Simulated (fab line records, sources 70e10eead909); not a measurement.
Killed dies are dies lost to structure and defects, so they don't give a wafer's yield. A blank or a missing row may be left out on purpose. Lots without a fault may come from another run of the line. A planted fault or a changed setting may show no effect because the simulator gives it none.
fab line records | flow nand_harc
record lots=6 wafers=18 last_day=24
route steps=1159 shown A_CHANNEL_FILL_D1@495
lots that met no fault: from a run of the same line without faults
start_h: hours from the record's first day to the start of the lot's first wafer shown | wait_h: hours since the lot's step before | " the same as in the row above | L1.1+2: a row that stands for several wafers | - no value, or no start given | * or withheld: withheld | < > ~ a bound
route shown NAME@n: a module of which the file shows steps, and the number in the route of the first | usual: mean/standard deviation of fault-free wafers | same: alike in all rows | chamber/n: place in a boat | sites: the reading at each site | _std_site: their standard deviation | _edge_site: outer sites' mean less inner sites' | radius_mm: how far each site lies from the wafer's centre | mask NAME#n: copy n | behind: the tool/chamber that last shaped the wafer | hold: why the lot was held/for how many hours/how that ended | device: the transistor (n, p or np) that didn't switch | end of line: the same wafers' tests at the end of the route | a step without rows: its recipe alone | killed: dies lost to structure and defects at the first sort, not the wafer's yield | map: a wafer's dies, x killed, . not, _ none there
set.NAME: the setting as run; set.NAME@STEP: as run at that earlier step | model.NAME: the simulator's own value behind a step, which no gauge read
lots at some steps of the route; a table a step, a row a wafer
services: from which hour (start_h, from the record's first day; less than 0 if before it) a tool's chamber was out of use, for how many hours, and why
## steps
# step NHARC_A_CHANNEL_FILL_D1_ALD_15
# recipe target_thk_a=20 pulse_time_s=60 ald_cycles=19 temp_c=630 pressure_torr=2 material=SiNx
# step NHARC_A_CHANNEL_FILL_D1_ALD_16
# recipe target_thk_a=15 pulse_time_s=10 ald_cycles=15 temp_c=300 material=SiO2
# usual heater_power_outer_w=255/17 heater_power_w=447/39 precursor_pulse_height_rel=1.001/0.02
# same ald_cycles=15
# columns lot.wafer tool chamber start_h wait_h heater_power_outer_w heater_power_w precursor_pulse_height_rel
L340.4 ald_hk-04 1 222.59 0.1 282 464 1.017
L340.1 " 3 " " 260 465 1.026
L340.5 " 2 " " 281 468 0.957
L341.3 ald_hk-03 2 222.60 0.1 238 388 1.013
L341.1 " 3 " " 279 514 1.032
L341.5 " 2 " " 245 398 1.034
L350.4 ald_hk-03 2 280.54 0.0 239 404 0.997
L350.3 " 1 " " 248 468 1.026
L350.6 " 3 " " 280 507 1.009
L352.4 ald_hk-03 2 289.64 0.1 241 386 1.001
L352.3 " 3 " " 276 506 0.958
L352.6 " 0 " " 258 440 0.971
L355.3 ald_hk-03 2 304.65 0.0 242 391 1.034
L355.1 " 0 " " 255 442 0.991
L355.4 " 1 " " 250 459 1.026
L357.4 ald_hk-02 2 320.63 0.0 252 436 1.004
L357.3 " 3 " " 263 434 1.016
L357.6 " 3 " " 260 439 0.983
# step NHARC_A_CHANNEL_FILL_D1_ANNEAL_17
# recipe temp_c=850 time_s=1800
# step NHARC_A_CHANNEL_FILL_D1_CVD_18
# recipe target_thk_a=30 temp_c=550 material=poly-Si
# step NHARC_A_CHANNEL_FILL_D1_ETCHBACK_19
# recipe target_depth_a=50 time_s=1.7 hbr_flow_sccm=150 cl2_flow_sccm=50 rf_w=400 icp_w=400 bias_w=100 chemistry=HBr/Cl2
# usual drypump_motor_current_A=5.6/0.41 he_backside_leak_sccm=2.7/0.33 oes_product_au=1.002/0.011 throttle_valve_pct=26.405/0.0085
# columns lot.wafer tool chamber start_h wait_h drypump_motor_current_A he_backside_leak_sccm oes_product_au rf_hours_counter_h throttle_valve_pct
L340.4 rie_si-01 0 234.23 0.4 5.7 2.8 1.009 0.8 26.405
L340.1 " 2 " " 5.1 2.3 0.996 0.9 26.403
L340.5 " 0 " " 5.7 2.9 1.008 - 26.398
L341.3 rie_si-02 0 234.24 0.4 5.6 2.5 0.992 0.1 26.403
L341.1 " 2 " " 5.6 2.9 0.999 0.1 26.405
L341.5 " 3 " " 5.4 2.2 1.009 - 26.411
L350.3 rie_si-04 0 292.22 0.4 5.5 2.8 0.999 0.1 26.389
L350.4 " 2 " " 4.9 2.5 1.011 0.1 26.402
L350.6 " 1 " " 5.7 2.4 1.013 - 26.394
L352.4 rie_si-04 2 302.87 0.4 4.9 2.6 0.999 0.2 26.392
L352.3 " 0 " " 5.5 3.1 0.989 0.2 26.403
L352.6 " 1 " " 5.8 2.5 1.011 - 26.396
L355.3 rie_si-02 1 316.43 0.4 6.3 2.9 0.988 1.0 26.404
L355.4 " 2 " " 5.6 2.9 0.993 0.9 26.405
L355.1 " 3 " " 5.4 2.6 1.046 0.7 26.403
L357.3 rie_si-04 1 332.72 0.4 5.7 2.4 0.999 0.5 26.404
L357.4 " 0 " " 5.5 3.2 0.999 0.4 26.403
L357.6 " 1 " " 5.7 2.4 1.016 - 26.401
# step NHARC_A_CHANNEL_FILL_D1_ETCHBACK_20
# recipe target_depth_a=270 time_s=13.5 c4f8_flow_sccm=withheld o2_flow_sccm=8 ar_flow_sccm=withheld rf_w=600 bias_w=1500 chemistry=C4F8/O2/Ar
# usual oes_product_au=0.96/0.036 rf_vpp_V=980/5.5
# columns lot.wafer tool chamber start_h wait_h oes_product_au rf_hours_counter_h rf_vpp_V
L341.1 rie_diel-04 0 234.37 - 0.90 3 983
L341.3 " 1 " " 0.92 3 973
L341.5 " 2 " " 0.91 - 988
L340.4 rie_diel-04 2 234.42 - 0.92 3 988
L340.1 " 0 " " 0.92 3 982
L340.5 " 1 " " 0.92 - 974
L350.3 rie_diel-07 0 292.36 - 0.99 2 982
L350.4 " 2 " " 0.98 2 984
L350.6 " 3 " " 0.99 - 975
L352.3 rie_diel-07 2 302.99 - 1.01 2 985
L352.4 " 2 " " 1.00 - 987
L352.6 " 0 " " 1.02 - 980
L355.4 rie_diel-07 2 316.54 - 0.97 3 986
L355.1 " 0 " " 0.97 3 980
L355.3 " 1 " " 0.96 3 978
L357.3 rie_diel-04 3 332.85 - 0.99 1 982
L357.4 " 2 " " 1.01 1 988
L357.6 " 0 " " 0.97 - 982
# step NHARC_A_CHANNEL_FILL_D1_STRIP_28
# recipe time_s=20 o2_flow_sccm=500 ar_flow_sccm=0 bias_w=0 chemistry=O2
# usual drypump_motor_current_A=5.7/0.3 oes_product_au=1.001/0.015 rf_vpp_V=58.0/0.85 showerhead_plenum_p_Torr=3.58/0.13 throttle_valve_pct=17.037/0.0095
# columns lot.wafer tool chamber start_h wait_h drypump_motor_current_A oes_product_au rf_hours_counter_h rf_vpp_V showerhead_plenum_p_Torr throttle_valve_pct
L341.1 rie_diel-04 0 234.47 0.1 5.8 0.983 3 58.0 3.62 17.040
L341.3 " 2 " " 5.3 1.003 3 57.9 3.78 17.046
L341.5 " 3 " " 5.3 1.031 - 59.4 3.61 17.044
L340.1 rie_diel-04 1 234.50 0.1 6.0 0.995 3 58.1 3.42 17.029
L340.4 " 0 " " 5.8 0.980 3 58.8 3.62 17.027
L340.5 " 2 " " 5.2 0.993 - 58.2 3.78 17.047
L350.4 rie_diel-07 1 292.44 0.1 5.5 0.998 2 57.5 3.53 17.042
L350.3 " 2 " " 6.0 1.000 2 58.3 3.72 17.036
L350.6 " 0 " " 5.9 1.011 - 58.0 3.62 17.035
L352.3 rie_diel-07 1 303.09 0.1 5.5 0.994 2 56.7 3.53 17.056
L352.4 " 2 " " 6.0 1.003 - 57.1 3.72 17.038
L352.6 " 0 " " 5.9 1.003 - 57.3 3.62 17.052
L355.1 rie_diel-07 1 316.64 0.1 5.5 0.990 3 58.6 3.53 17.031
L355.4 " 2 " " 6.0 1.005 3 58.0 3.72 17.031
L355.3 " 0 " " 5.9 0.991 3 58.0 3.62 17.049
L357.4 rie_diel-04 2 332.94 0.1 5.3 1.025 1 58.3 3.78 17.029
L357.3 " 1 " " 6.0 1.011 1 58.0 3.42 17.038
L357.6 " 2 " " 5.3 1.021 - 58.0 3.78 17.043
# step NHARC_A_CHANNEL_FILL_D1_PRECLEAN_21
# recipe time_s=30 chemistry=dHF
# step NHARC_A_CHANNEL_FILL_D1_SRD_23
# step NHARC_A_CHANNEL_FILL_D1_CVD_05
# recipe target_thk_a=50 temp_c=550 material=poly-Si
# step NHARC_A_CHANNEL_FILL_D1_ANNEAL_22
# recipe temp_c=620 time_s=7200
# step NHARC_A_CHANNEL_FILL_D1_THK_MEAS_06
# recipe thk_meas_gauge=ellipsometry
# usual thk_nm=5.0/0.97
# columns lot.wafer tool chamber start_h wait_h thk_nm
L341.1 film_metro-01 - 246.16 0.4 5.5
L341.3 " - " " 4.7
L341.5 " - " " 5.1
L340.1 film_metro-02 - 246.16 0.4 4.6
L340.4 " - " " 4.4
L340.5 " - " " 4.9
L350.3 film_metro-02 - 304.42 0.4 4.5
L350.4 " - " " 5.2
L350.6 " - " " 7.0
L352.3 film_metro-02 - 314.75 0.4 5.0
L352.4 " - " " 5.3
L352.6 " - " " 4.2
L355.1 film_metro-02 - 328.68 0.4 6.1
L355.3 " - " " 4.8
L355.4 " - " " 3.5
L357.3 film_metro-02 - 344.81 0.4 4.7
L357.4 " - " " 5.3
L357.6 " - " " 2.8
# step NHARC_A_CHANNEL_FILL_D1_ALD_25
# recipe target_thk_a=600 pulse_time_s=10 ald_cycles=600 temp_c=300 material=SiOx
# usual ald_cycles=600/0 heater_power_outer_w=257/19 heater_power_w=451/36 precursor_pulse_height_rel=0.998/0.019
# columns lot.wafer tool chamber start_h wait_h ald_cycles heater_power_outer_w heater_power_w precursor_pulse_height_rel
L341.1 ald_hk-03 1 246.21 0.1 - - - -
L341.3 " 0 248.11 1.9 - - - -
L341.5 " 1 " " - - - -
L340.1 ald_hk-02 2 246.21 0.1 - - - -
L340.4 " 0 247.47 1.3 - - - -
L340.5 " 3 249.35 3.2 - - - -
L350.3 ald_hk-04 1 305.10 0.7 600 290 462 1.000
L350.4 " 3 306.33 1.9 600 261 478 0.964
L350.6 " 0 " " 600 259 469 0.958
L352.3 ald_hk-04 1 316.02 1.3 600 288 477 1.012
L352.4 " 2 " " 600 279 481 1.023
L352.6 " 0 317.86 3.1 600 258 478 0.989
L355.3 ald_hk-02 1 328.73 0.0 600 210 366 1.007
L355.4 " 3 329.95 1.3 600 264 442 1.010
L355.1 " 0 " " 600 261 476 0.968
L357.4 ald_hk-02 0 344.86 0.0 600 258 463 0.972
L357.3 " 3 346.70 1.9 600 259 445 0.977
L357.6 " 0 " " 600 259 467 1.030
# step NHARC_A_CHANNEL_FILL_D1_ETCHBACK_08
# recipe target_depth_a=2200 time_s=110 c4f8_flow_sccm=20 ar_flow_sccm=withheld rf_w=600 bias_w=300 chemistry=C4F8
# usual oes_product_au=0.96/0.04 rf_vpp_V=441.9/2.4
# columns lot.wafer tool chamber start_h wait_h oes_product_au rf_hours_counter_h rf_vpp_V
L340.1 rie_diel-07 1 - - 0.99 0 440.1
L340.4 " 0 " " 1.00 0 442.4
L340.5 " 1 " " 0.99 - 439.0
L341.3 rie_diel-04 1 - - 0.92 3 438.5
L341.1 " 2 " " 0.92 3 445.0
L341.5 " 3 " " 0.93 - 443.0
L350.4 rie_diel-04 3 - - 0.98 0 440.9
L350.3 " 0 " " 0.98 0 443.0
L350.6 " 2 " " 1.01 - 443.4
L352.3 rie_diel-04 2 - - 1.01 1 444.2
L352.4 " 0 " " 0.96 1 441.4
L352.6 " 1 " " 1.00 - 439.8
L355.3 rie_diel-04 2 - - 1.02 1 446.0
L355.1 " 0 " " 0.98 1 441.1
L355.4 " 1 " " 1.01 1 439.5
L357.3 rie_diel-04 3 - - 0.91 1 443.4
L357.4 " 3 " " 0.91 - 442.5
L357.6 " 0 " " 0.91 - 441.5
## services
# columns tool chamber start_h hours kind
rie_diel-07 1 199.37 6.0 repair
rie_diel-07 1 209.92 8.6 repair
rie_si-02 - 211.00 9.0 pm
rie_diel-04 0 218.90 - clean
rie_diel-04 1 218.90 - clean
rie_diel-04 2 218.90 - clean
rie_diel-04 3 218.90 - clean
rie_si-01 2 220.31 7.5 repair
rie_diel-07 - 228.20 9.0 pm
rie_diel-04 0 243.40 - clean
rie_diel-04 1 243.40 - clean
rie_diel-04 2 243.40 - clean
rie_diel-04 - 249.43 0.4 repair
rie_si-04 - 276.00 9.0 pm
rie_diel-04 1 283.73 1.3 repair
ald_hk-04 - 286.73 0.4 repair
rie_diel-04 - 288.90 9.0 pm
rie_diel-07 3 297.41 3.6 repair
rie_diel-07 3 301.91 6.7 repair
rie_si-01 - 304.00 9.0 pm
rie_si-02 1 307.17 2.5 repair
ald_hk-03 - 322.00 10.0 pm
rie_diel-04 1 349.46 5.4 repair
rie_si-04 - 349.47 0.8 repair
## key
first_sign step=NHARC_A_CHANNEL_FILL_D1_ALD_25 reading=tool_record direction=missing
effect none on later readings
met_at NHARC_A_CHANNEL_FILL_D1_ALD_25
struck_wafers L340.1,L340.4,L340.5,L341.1,L341.3,L341.5
later_rows_left_out L340.1,L340.4,L340.5,L341.1,L341.3,L341.5
sort_left_out L340.1,L340.4,L340.5,L341.1,L341.3,L341.5
tester_left_out L340,L341
fault kind=skipped_step_whole tool=ald_hk-02,ald_hk-03 chamber=- onset_h=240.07 steps=NHARC_A_CHANNEL_FILL_D1_ALD_25 scope=struck_lots_only
# tester_left_out: of these lots the tester's yield and bins aren't shown, on N5 and GAA mostly nor the transistor test; their killed dies are dies lost to structure and defects alone, not to doping, threshold or leakage, so they don't give the yield
# sort_left_out: the simulated sort isn't trusted on such a fault, so these wafers' sort isn't shown, and their yield isn't known
# later_rows_left_out: the simulator's readings of these wafers behind a module that went badly wrong aren't trusted and aren't shown, but for the sort
